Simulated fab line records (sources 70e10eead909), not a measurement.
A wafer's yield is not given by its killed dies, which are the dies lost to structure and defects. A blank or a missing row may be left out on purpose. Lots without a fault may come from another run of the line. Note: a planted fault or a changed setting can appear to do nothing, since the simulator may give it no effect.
Which tool did it? / flow nand harc / 36 wafers from 12 lots sampled at 4 of the route's 1159 steps

## WHAT THE GAUGES READ, wafer by wafer
NHARC_P_M0_OVL_MEAS_10: pitch 180 nm.
lot=L075; measured=day 6 03:57; on=overlay-02; overlay x nm (nm)=0.0 0.6 0.7
lot=L077; measured=day 7 00:34; on=overlay-01; overlay x nm (nm)=0.5 1.2 0.3
lot=L079; measured=day 7 05:31; on=overlay-01; overlay x nm (nm)=0.1 0.0 0.3
lot=L081; measured=day 7 15:32; on=overlay-02; overlay x nm (nm)=0.9 1.1 1.2
lot=L084; measured=day 8 01:17; on=overlay-02; overlay x nm (nm)=0.4 0.6 0.9
lot=L086; measured=day 9 16:01; on=overlay-02; overlay x nm (nm)=-0.3 0.1 -0.4
lot=L085; measured=day 9 05:55; on=overlay-01; overlay x nm (nm)=0.3 0.8 0.6
lot=L089; measured=day 9 23:17; on=overlay-01; overlay x nm (nm)=-0.6 -0.5 -0.4
lot=L091; measured=day 10 00:25; on=overlay-02; overlay x nm (nm)=0.8 0.5 1.0
lot=L093; measured=day 10 14:25; on=overlay-02; overlay x nm (nm)=1.3 1.0 1.8
lot=L094; measured=day 10 18:59; on=overlay-02; overlay x nm (nm)=-1.2 -1.7 -0.7
lot=L097; measured=day 11 22:34; on=overlay-01; overlay x nm (nm)=-1.0 -0.1 0.0

## WHAT TOOL EACH LOT RAN ON (gives the tool, then ch and the chambers of the sampled wafers, and finally the start)
lot=L075; NHARC_P_GATE_ETCH_114=rie diel-02 ch 0,1, day 5 15:15 or earlier; NHARC_P_GATE_STRIP_75=plasma asher-01 ch 0,1, day 5 15:15; NHARC_P_GATE_STRIP_113=plasma asher-01 ch 0,1, day 5 18:49
lot=L077; NHARC_P_GATE_ETCH_114=rie diel-02 ch 0,1,3, day 6 11:43 or earlier; NHARC_P_GATE_STRIP_75=plasma asher-01 ch 0,1, day 6 11:43; NHARC_P_GATE_STRIP_113=plasma asher-02 ch 0,1, day 6 14:49
lot=L079; NHARC_P_GATE_ETCH_114=rie diel-02 ch 1,2,3, day 6 17:49 or earlier; NHARC_P_GATE_STRIP_75=plasma asher-02 ch 0,1, day 6 17:49; NHARC_P_GATE_STRIP_113=plasma asher-02 ch 0,1, day 6 21:07
lot=L081; NHARC_P_GATE_ETCH_114=rie diel-09 ch 0,1, day 7 01:17 or earlier; NHARC_P_GATE_STRIP_75=plasma asher-02 ch 1, day 7 01:17; NHARC_P_GATE_STRIP_113=plasma asher-02 ch 0,1, day 7 04:34
lot=L084; NHARC_P_GATE_ETCH_114=rie diel-03 ch 1,2,3, day 7 13:05 or earlier; NHARC_P_GATE_STRIP_75=plasma asher-02 ch 0,1, day 7 13:05; NHARC_P_GATE_STRIP_113=plasma asher-01 ch 1, day 7 16:09
lot=L086; NHARC_P_GATE_ETCH_114=rie diel-03 ch 0,1,3, day 8 19:24 or earlier; NHARC_P_GATE_STRIP_75=plasma asher-01 ch 0,1, day 8 19:24; NHARC_P_GATE_STRIP_113=plasma asher-01 ch 0,1, day 8 22:57
lot=L085; NHARC_P_GATE_ETCH_114=rie diel-09 ch 0,1,2, day 8 18:05 or earlier; NHARC_P_GATE_STRIP_75=plasma asher-01 ch 0,1, day 8 18:05; NHARC_P_GATE_STRIP_113=plasma asher-01 ch 0,1, day 8 21:34
lot=L089; NHARC_P_GATE_ETCH_114=rie diel-03 ch 0,2, day 9 03:11 or earlier; NHARC_P_GATE_STRIP_75=plasma asher-02 ch 0,1, day 9 03:11; NHARC_P_GATE_STRIP_113=plasma asher-02 ch 0,1, day 9 06:13
lot=L091; NHARC_P_GATE_ETCH_114=rie diel-03 ch 1,2,3, day 9 07:38 or earlier; NHARC_P_GATE_STRIP_75=plasma asher-02 ch 0,1, day 9 07:38; NHARC_P_GATE_STRIP_113=plasma asher-01 ch 0,1, day 9 10:49
lot=L093; NHARC_P_GATE_ETCH_114=rie diel-09 ch 0,1,2, day 10 01:54 or earlier; NHARC_P_GATE_STRIP_75=plasma asher-02 ch 0,1, day 10 01:54; NHARC_P_GATE_STRIP_113=plasma asher-01 ch 0,1, day 10 05:41
lot=L094; NHARC_P_GATE_ETCH_114=rie diel-02 ch 0,3, day 10 06:28 or earlier; NHARC_P_GATE_STRIP_75=plasma asher-01 ch 0,1, day 10 06:28; NHARC_P_GATE_STRIP_113=plasma asher-02 ch 0,1, day 10 09:40
lot=L097; NHARC_P_GATE_ETCH_114=rie diel-03 ch 0,1,3, day 11 06:01 or earlier; NHARC_P_GATE_STRIP_75=plasma asher-02 ch 0,1, day 11 06:01; NHARC_P_GATE_STRIP_113=plasma asher-01 ch 0,1, day 11 09:10
- NHARC_P_GATE_ETCH_114: etches the open film in CF4/O2, target depth 30 nm, overetch 3 nm, time 16.5 s.
- NHARC_P_GATE_STRIP_75: strips in O2.
- NHARC_P_GATE_STRIP_113: strips in N2/H2, time 740 s.

## THE ANSWER, worked out from the rows above alone
Rule: what is usual is taken from the lots themselves. The widest of any qualifying gaps counts: lots, ordered by their means at a reading, are off when they make up no more than a third of the lots, leave a main group of 4 or more, and stand apart from it by 3 or more times the standard deviation of that group's means. A main group is skipped when, at the precision printed for the reading in the tables above, its means are all equal. A lot without any number at a reading at which 4 lots or more have one is off too. The other lots that the step has rows for count as sound.
No lot is off at any reading shown: from this, nothing can be told.

## WHAT THE SIMULATOR HAD PUT IN
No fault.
